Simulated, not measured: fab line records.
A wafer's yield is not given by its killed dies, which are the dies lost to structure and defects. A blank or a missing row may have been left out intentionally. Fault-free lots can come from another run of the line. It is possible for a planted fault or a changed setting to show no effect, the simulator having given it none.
The tool behind it: which one? + flow n5_finfet + Sampling: 11 lots, 32 wafers, 5 of 1938 route steps

## WHAT THE GAUGES READ, wafer by wafer
No reading from a measuring or inspecting step in the record can be judged against a usual standard deviation.

## EACH LOT AND THE TOOL THAT RAN IT (in order: tool; ch and the chambers of the sampled wafers; start)
| lot  | N5_GATE_CUT_VAPOR_ETCH_60         | N5_MIM_TOP_ETCH_PECVD_03        | N5_MIM_BOT_ETCH_ETCH_00           | N5_PASSIVATION_DESCUM_46           | N5_PASSIVATION_PROBE_49 |
|------|-----------------------------------|---------------------------------|-----------------------------------|------------------------------------|-------------------------|
| L353 | rie_metal-01 ch 0,1, day 4 17:22  | pecvd-01 ch 0,1,2, day 12 18:52 | rie_metal-01 ch 0,1, day 12 19:41 | rie_diel-02 ch 0,1,2, day 13 02:52 | -                       |
| L355 | rie_metal-01 ch 0,1, day 5 04:28  | pecvd-02 ch 0,1,2, day 13 01:24 | rie_metal-03 ch 0,1, day 13 02:13 | rie_diel-02 ch 0,1,3, day 13 07:50 | -                       |
| L357 | rie_metal-03 ch 0,1, day 5 14:03  | pecvd-04 ch 0,1, day 13 20:31   | rie_metal-02 ch 0,1, day 13 21:14 | rie_diel-01 ch 2,3, day 14 02:19   | -                       |
| L358 | rie_metal-03 ch 0,1, day 5 19:52  | pecvd-04 ch 0,1,2, day 13 17:50 | rie_metal-02 ch 0,1, day 13 19:29 | rie_diel-02 ch 0,2,3, day 14 02:11 | -                       |
| L361 | rie_metal-03 ch 0, day 6 14:05    | pecvd-01 ch 1,2, day 14 15:25   | rie_metal-02 ch 0,1, day 14 16:14 | rie_diel-01 ch 0,3, day 14 23:34   | -                       |
| L363 | rie_metal-02 ch 0,1, day 7 04:23  | pecvd-01 ch 0,1,2, day 15 13:32 | rie_metal-02 ch 0,1, day 15 14:16 | rie_diel-06 ch 0,2,3, day 15 20:06 | prober-01, day 16 00:34 |
| L364 | rie_metal-03 ch 0,1, day 7 13:21  | pecvd-04 ch 0,1, day 15 18:43   | rie_metal-02 ch 0,1, day 15 19:24 | rie_diel-01 ch 1,2, day 16 01:29   | prober-02, day 16 04:35 |
| L367 | rie_metal-02 ch 0,1, day 8 01:49  | pecvd-01 ch 0,2, day 15 23:29   | rie_metal-03 ch 0,1, day 16 00:17 | rie_diel-02 ch 0,1,2, day 16 06:41 | prober-01, day 16 09:43 |
| L369 | rie_metal-03 ch 0,1, day 8 13:55  | pecvd-02 ch 1,2, day 16 16:25   | rie_metal-01 ch 0,1, day 16 17:05 | rie_diel-06 ch 0,1,2, day 16 22:16 | -                       |
| L370 | rie_metal-01 ch 0,1, day 8 17:43  | pecvd-04 ch 1, day 15 23:06     | rie_metal-03 ch 0, day 15 23:48   | rie_diel-01 ch 0,1, day 16 05:18   | -                       |
| L375 | rie_metal-01 ch 0,1, day 10 06:49 | pecvd-02 ch 0,1, day 17 13:35   | rie_metal-03 ch 1, day 17 14:17   | rie_diel-02 ch 1,2,3, day 17 20:05 | -                       |
- N5_GATE_CUT_VAPOR_ETCH_60: etches HfO2 in BCl3/Cl2.
- N5_MIM_TOP_ETCH_PECVD_03: deposits SiNx from SiH4/NH3/N2, target thk 20 nm, time 17.6 s.
- N5_MIM_BOT_ETCH_ETCH_00: etches TiN in Cl2/BCl3, target depth 45.5 nm.
- N5_PASSIVATION_DESCUM_46: chemistry O2, time 7.9 s.
- N5_PASSIVATION_PROBE_49

## WHAT THE TOOLS THEMSELVES READ (means of the sampled wafers that have a number; where no wafer has one, the mark that the record gives instead)
N5_GATE_CUT_VAPOR_ETCH_60. Usual: drypump_motor_current_A 5.81 A, standard deviation 0.2; oes_product_au 0.79 a.u., standard deviation 0.067.
| lot  | tool         | drypump_motor_current_A (A) | oes_product_au (a.u.) | flag |
|------|--------------|-----------------------------|-----------------------|------|
| L353 | rie_metal-01 | 5.85                        | 0.81                  |      |
| L355 | rie_metal-01 | 5.81                        | 0.80                  |      |
| L357 | rie_metal-03 | 6.03                        | 0.71                  |      |
| L358 | rie_metal-03 | 6.04                        | 0.65                  |      |
| L361 | rie_metal-03 | 6.01                        | 0.76                  |      |
| L363 | rie_metal-02 | 5.57                        | 0.79                  |      |
| L364 | rie_metal-03 | 6.07                        | 0.91                  |      |
| L367 | rie_metal-02 | 5.50                        | 0.78                  |      |
| L369 | rie_metal-03 | 6.03                        | 0.88                  |      |
| L370 | rie_metal-01 | 5.83                        | 0.78                  |      |
| L375 | rie_metal-01 | 5.81                        | 0.76                  |      |

N5_MIM_TOP_ETCH_PECVD_03. Usual: heater_power_w 798 W, standard deviation 140; rf_fwd_power_W 297.4 W, standard deviation 1; showerhead_plenum_p_Torr 5.12 Torr, standard deviation 0.033; showerhead_vpp_V 1068 V, standard deviation 44; throttle_valve_pct 39.6 %, standard deviation 1.7.
| lot  | tool     | heater_power_w (W) | rf_fwd_power_W (W) | showerhead_plenum_p_Torr (Torr) | showerhead_vpp_V (V) | throttle_valve_pct (%) | flag |
|------|----------|--------------------|--------------------|---------------------------------|----------------------|------------------------|------|
| L353 | pecvd-01 | 996                | 298.3              | 5.11                            | 1089                 | 40.0                   |      |
| L355 | pecvd-02 | 693                | 296.8              | 5.14                            | 1092                 | 39.5                   |      |
| L357 | pecvd-04 | 683                | 296.8              | 5.12                            | 1048                 | 40.2                   |      |
| L358 | pecvd-04 | 751                | 296.7              | 5.11                            | 1017                 | 39.1                   |      |
| L361 | pecvd-01 | 938                | 298.4              | 5.07                            | 1110                 | 40.2                   |      |
| L363 | pecvd-01 | 946                | 298.3              | 5.12                            | 1095                 | 40.0                   |      |
| L364 | pecvd-04 | 634                | 296.8              | 5.11                            | 1023                 | 39.7                   |      |
| L367 | pecvd-01 | 999                | 297.8              | 5.13                            | 1085                 | 39.0                   |      |
| L369 | pecvd-02 | 679                | 297.7              | 5.13                            | 1090                 | 40.4                   |      |
| L370 | pecvd-04 | 554                | 296.0              | 5.12                            | 1009                 | 39.5                   |      |
| L375 | pecvd-02 | 633                | 298.3              | 5.12                            | 1085                 | 40.6                   |      |

N5_MIM_BOT_ETCH_ETCH_00. Usual: drypump_motor_current_A 5.80 A, standard deviation 0.2; oes_product_au 0.75 a.u., standard deviation 0.05; rf_fwd_power_W 994.8 W, standard deviation 2.9; throttle_valve_pct 21.93 %, standard deviation 0.26.
| lot  | tool         | drypump_motor_current_A (A) | oes_product_au (a.u.) | rf_fwd_power_W (W) | throttle_valve_pct (%) | flag |
|------|--------------|-----------------------------|-----------------------|--------------------|------------------------|------|
| L353 | rie_metal-01 | 5.85                        | 0.75                  | 993.3              | 21.86                  |      |
| L355 | rie_metal-03 | 6.05                        | 0.84                  | 994.3              | 22.06                  |      |
| L357 | rie_metal-02 | 5.52                        | 0.75                  | 992.2              | 21.82                  |      |
| L358 | rie_metal-02 | 5.58                        | 0.75                  | 993.9              | 21.82                  |      |
| L361 | rie_metal-02 | 5.51                        | 0.74                  | 994.7              | 21.82                  |      |
| L363 | rie_metal-02 | 5.52                        | 0.73                  | 995.2              | 21.83                  |      |
| L364 | rie_metal-02 | 5.59                        | 0.74                  | 992.1              | 21.83                  |      |
| L367 | rie_metal-03 | 6.03                        | 0.80                  | 995.8              | 22.08                  |      |
| L369 | rie_metal-01 | 5.82                        | 0.73                  | 995.9              | 22.10                  |      |
| L370 | rie_metal-03 | 6.02                        | 0.69                  | 997.8              | 21.73                  |      |
| L375 | rie_metal-03 | 6.05                        | 0.84                  | 997.0              | 22.26                  |      |

N5_PASSIVATION_DESCUM_46. Usual: value, then standard deviation, for each; drypump_motor_current_A 5.9 A / 0.34; oes_product_au 0.83 a.u. / 0.064; rf_fwd_power_W 49.31 W / 0.24; rf_vpp_V 243.4 V / 1.2; showerhead_plenum_p_Torr 2.12 Torr / 0.065; temp_c 40.00 C / 0.12; throttle_valve_pct 20.48 % / 0.2.
| lot  | tool        | drypump_motor_current_A (A) | oes_product_au (a.u.) | rf_fwd_power_W (W) | rf_vpp_V (V) | showerhead_plenum_p_Torr (Torr) | temp_c (C) | throttle_valve_pct (%) | flag |
|------|-------------|-----------------------------|-----------------------|--------------------|--------------|---------------------------------|------------|------------------------|------|
| L353 | rie_diel-02 | 5.9                         | 0.78                  | 49.44              | 243.3        | 2.13                            | 40.00      | 20.43                  |      |
| L355 | rie_diel-02 | 5.7                         | 0.77                  | 49.21              | 244.0        | 2.14                            | 40.13      | 20.44                  |      |
| L357 | rie_diel-01 | 5.7                         | 0.90                  | 49.49              | 244.6        | 2.17                            | 39.99      | 20.47                  |      |
| L358 | rie_diel-02 | 5.9                         | 0.81                  | 49.39              | 243.1        | 2.12                            | 40.01      | 20.22                  |      |
| L361 | rie_diel-01 | 5.8                         | 0.80                  | 49.32              | 244.9        | 2.21                            | 39.98      | 20.55                  |      |
| L363 | rie_diel-06 | 5.8                         | 0.86                  | 49.26              | 242.6        | 2.03                            | 40.01      | 20.48                  |      |
| L364 | rie_diel-01 | 6.0                         | 0.86                  | 49.00              | 243.0        | 2.08                            | 39.91      | 20.40                  |      |
| L367 | rie_diel-02 | 5.9                         | 0.84                  | 49.46              | 243.4        | 2.12                            | 40.05      | 20.37                  |      |
| L369 | rie_diel-06 | 6.1                         | 0.81                  | 49.32              | 242.1        | 2.06                            | 40.00      | 20.62                  |      |
| L370 | rie_diel-01 | 6.0                         | 0.80                  | 49.12              | 242.9        | 2.12                            | 40.08      | 20.43                  |      |
| L375 | rie_diel-02 | 5.7                         | 0.81                  | 49.46              | 243.2        | 2.13                            | 40.10      | 20.38                  |      |

N5_PASSIVATION_PROBE_49. Usual: defect_limited_yield 91.2 %, standard deviation 1.3; killed_at_M0_to_M3 34, standard deviation 10; killed_at_M4_up 13, standard deviation 4.6; killed_at_contacts 13, standard deviation 5.5; killed_at_front_end 41, standard deviation 12; killed_at_other 2.8, standard deviation 2.4; killed_dies 104, standard deviation 16; killed_open 67, standard deviation 12; killed_short 33, standard deviation 7.2; sort_bin_4_leakage 0.00 %, standard deviation 0.012; sort_bin_5_function 5.1 %, standard deviation 0.86; sort_bin_6_memory 3.3 %, standard deviation 0.62; sort_n_pass 1076, standard deviation 16; sort_yield_pct 91.2 %, standard deviation 1.3.
| lot  | tool      | defect_limited_yield (%) | killed_at_M0_to_M3 | killed_at_M4_up | killed_at_contacts | killed_at_front_end | killed_at_other | killed_dies | killed_open | killed_short | sort_bin_4_leakage (%) | sort_bin_5_function (%) | sort_bin_6_memory (%) | sort_n_pass | sort_yield_pct (%) | flag |
|------|-----------|--------------------------|--------------------|-----------------|--------------------|---------------------|-----------------|-------------|-------------|--------------|------------------------|-------------------------|-----------------------|-------------|--------------------|------|
| L363 | prober-01 | 84.0                     | 38                 | 10              | 14                 | 125                 | 0.3             | 188         | 63          | 26           | 0.00                   | 10.0                    | 3.6                   | 992         | 84.0               | OFF  |
| L364 | prober-02 | 90.5                     | 37                 | 10              | 13                 | 50                  | 2.0             | 112         | 71          | 38           | 0.00                   | 5.9                     | 3.2                   | 1068        | 90.5               |      |
| L367 | prober-01 | 83.0                     | 32                 | 9               | 10                 | 143                 | 6.0             | 201         | 69          | 27           | 0.00                   | 10.9                    | 4.6                   | 979         | 83.0               | OFF  |

## THE ANSWER, worked out from the rows above alone
Rule: a lot counts as off when the mean over its wafers that have a number is more than 3 standard deviations away from the usual mean. A lot without any number at a reading at which 4 lots or more have one is off too. All remaining lots with rows at the step are treated as sound. After the gauges, taken in route order, come the tools' own readings; for these a lot's mean is taken, as printed above. At the first step where some lot is off, the reading lying furthest off is the one used; lots without a number count as furthest.
Off: L363, L367 (N5_PASSIVATION_PROBE_49, killed_at_front_end). Neither off nor sound, because the step has no rows for them: L353, L355, L357, L358, L361, L369, L370, L375.
A tool fits if, at that step or a process step before it, it ran every lot that is off, and no sound lot after the first of them. Can't be told from this: 3 tools fit, rie_metal-02 at N5_GATE_CUT_VAPOR_ETCH_60, pecvd-01 at N5_MIM_TOP_ETCH_PECVD_03, prober-01 at N5_PASSIVATION_PROBE_49.

## WHAT WAS PUT IN BY THE SIMULATOR
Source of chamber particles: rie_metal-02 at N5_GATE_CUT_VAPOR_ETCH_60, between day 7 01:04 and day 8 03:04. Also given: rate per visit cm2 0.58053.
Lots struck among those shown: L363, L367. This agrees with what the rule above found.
